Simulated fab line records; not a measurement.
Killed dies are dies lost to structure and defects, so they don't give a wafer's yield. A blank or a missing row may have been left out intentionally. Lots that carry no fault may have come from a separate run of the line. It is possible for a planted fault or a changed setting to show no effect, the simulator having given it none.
A struck lot beside a sound one -- flow n5Finfet -- 17 out of 1938 route steps
Sound: the wafers L228.4, L228.5, L228.6. Wafers L238.1, L238.4, L238.5 were the ones struck. The cause is named last.
Per side, at each step with rows, come the tool, then ch with its chambers, and then its first start. Under that, the readings that differ: sound wafers -- struck wafers -- difference of the means -- sigmas: that difference in standard deviations of wafers without a fault.
alike: readings with means less than 2 such deviations apart, plus words and numbers identical on both sides. not compared: withheld readings, readings lacking a value on some wafer, bounds such as >300 that could conceal the same value, and numbers that have no deviation in the record and whose values overlap.
The two part at a step that has a row with sigmas, a row that says differs or no value, or rows on one side only. Numbers that don't overlap but have no deviation are shown without sigmas and don't part them. A reading missing from all wafers of one side parts the sides only when that side holds two or more wafers.

first, 8 steps without rows for these wafers: N5_SD_EPI_P_COAT_34 (time 60 s, resist thk 350 nm); N5_SD_EPI_P_COAT_35 (time 60 s, resist thk 35 nm); N5_SD_EPI_P_COAT_03 (resist thk 150 nm); N5_SD_EPI_P_EBR_05; N5_SD_EPI_P_SOFTBAKE_04 (time 60 s); N5_SD_EPI_P_EXPOSE_06 (exposes mask SD P BLK, target cd 240 nm); N5_SD_EPI_P_PEB_07 (peb time 60 s); N5_SD_EPI_P_DEVELOP_08 (develop time 30 s).
N5_SD_EPI_P_CD_MEAS_09 targets a cd of 240 nm.
  sound on cdSem-03 ch 0, day 3 12:47; struck on cdSem-02 ch 0, day 6 01:23
  alike: cdNm
N5_SD_EPI_P_OVL_MEAS_10:
  sound on overlay-02 ch 0, day 3 12:49; struck on overlay-01 ch 0, day 6 01:25
reading,sound,struck,difference,sigmas
SD_P_BLK_OVL (nm),-2.2 -1.7 -1.6,0.8 1.6 0.3,+2.7,+3
N5_SD_EPI_P_INSPECT_11: inspects for defects (macro).
  sound on defectInspect-01, day 3 12:51; struck on defectInspect-02, day 6 01:26
  alike: rawDefectCount
N5_SD_EPI_P_DESCUM_14: chemistry O2, time 7.9 s.
  sound on rieDiel-04 ch 0,2,3, day 3 13:00; struck on rieDiel-01 ch 1,3, day 6 01:29
  alike: drypumpMotorCurrentA, oesProductAu, rfVppV, showerheadPlenumPTorr, throttleValvePct
  not compared: rfHoursCounterH
N5_SD_EPI_P_ETCH_36: etches SiARC in CF4, target depth 45.5 nm, time 75.8 s.
  sound on rieDiel-04 ch 0,2,3, day 3 13:02; struck on rieDiel-01 ch 1,3, day 6 01:31
  no value came back on the struck wafers for any of 8 readings (biasW (W), cf4FlowSccm (sccm) and others); on the sound wafers biasW (W) reads 35.95 35.99 36.22
reading,sound,struck,difference,sigmas
model.CAR-ArF-block_of_SD_EPI_P_COAT_03.thkNm (nm),110.6 110.4 111,143.2 143.6 143.8,+32.9,
  not compared: rfHoursCounterH
N5_SD_EPI_P_ETCH_37: etches SOC in N2/H2, overetch 108 nm, time 486 s.
  sound on rieDiel-04 ch 0,2,3, day 3 13:05; struck on rieDiel-01 ch 1,3, day 6 01:35
reading,sound,struck,difference,sigmas
oesProductAu (a.u.),0.61 0.70 0.76,0.26 0.33 0.33,-0.38,-4
  alike: biasW, chamberPressureMTorr, drypumpMotorCurrentA, rfVppV, showerheadPlenumPTorr, throttleValvePct
  not compared: rfHoursCounterH
then, 1 step without rows for these wafers: N5_SD_EPI_P_STRIP_38 (strips in N2/H2).
N5_BEOL_M4_RC_MEAS_101:
  the record has rows for the sound wafers here (prober-01 ch 0, day 7 23:15) and none for the struck ones
-- here the record skips 9 days between the struck wafers' starts before and after, leaving off in module BEOL_M4 and picking up in module PASSIVATION (first step shown: number 1936 of the route) --
N5_PASSIVATION_PROBE_49:
  the record has rows for the struck wafers here (prober-01, day 14 14:22) and none for the sound ones

## WHERE THEY PART
Earliest at N5_SD_EPI_P_OVL_MEAS_10; latest, in this record, at N5_PASSIVATION_PROBE_49.

WHY: what the simulator had put in
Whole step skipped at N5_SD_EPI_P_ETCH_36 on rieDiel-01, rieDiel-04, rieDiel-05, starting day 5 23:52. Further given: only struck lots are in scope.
